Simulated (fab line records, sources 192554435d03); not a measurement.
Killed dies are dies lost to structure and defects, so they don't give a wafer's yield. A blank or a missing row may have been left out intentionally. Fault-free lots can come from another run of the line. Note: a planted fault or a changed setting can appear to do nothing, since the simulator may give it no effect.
Matching of chambers	flow n5_finfet	4 sister chambers for N5_HKMG_FIN_CMP_94 on cmp-03
The step polishes, stops on SiNx, t overpolish 4.7 s, target thk 43.299 nm. 8 wafers are shown with their chamber, then 9 later ones without.

## WAFERS WITH THEIR CHAMBER
wafer	chamber	motor_current_A (A)	edge_zone_pressure_frac
L078.6	1	12.6	0.990
L079.2	2	12.7	0.990
L080.1	2	12.3	1.008
L080.5	3	11.2	1.013
L080.6	0	11.3	0.999
L089.2	0	10.9	0.990
L089.4	3	11.9	1.005
L089.5	1	12.4	1.004

## WAFERS WHOSE CHAMBER IS MISSING
wafer	motor_current_A (A)	edge_zone_pressure_frac
L090.2	11.8	1.003
L090.5	12.3	0.993
L090.6	11.8	1.005
L092.2	12.1	1.002
L092.3	11.1	0.993
L092.4	11.6	0.998
L095.4	10.4	1.006
L095.5	10.8	0.994
L095.6	12.2	1.003

## THE CHAMBER EACH PASSED THROUGH
wafer	from the rows above	in truth
L090.2	can't be placed: 3 or 2 or 1 or 0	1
L090.5	can't be placed: 1 or 2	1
L090.6	can't be placed: 3 or 2 or 1 or 0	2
L092.2	can't be placed: 2 or 1 or 3 or 0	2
L092.3	0	0
L092.4	can't be placed: 3 or 0 or 1 or 2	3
L095.4	can't be placed: 0 or 3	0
L095.5	can't be placed: 0 or 3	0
L095.6	can't be placed: 2 or 1 or 3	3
1 of 9 placed correctly. Unplaceable from these rows: 8, with the true chamber sitting among the candidates in 8. Placed wrongly: 0.
How it was worked out, from the rows above alone: a wafer's distance from a chamber is the root of the sum, over the readings, of the square of ((its reading less the chamber's mean) divided by the reading's scatter). If the next closest chamber is less than 2 further off than the closest, the wafer can't be placed; otherwise it belongs to the closest. A chamber's mean is the mean of its shown wafers. The scatter: the root of (the sum of the squares of (reading less its chamber's mean) over the shown wafers, divided by (wafers less chambers)).
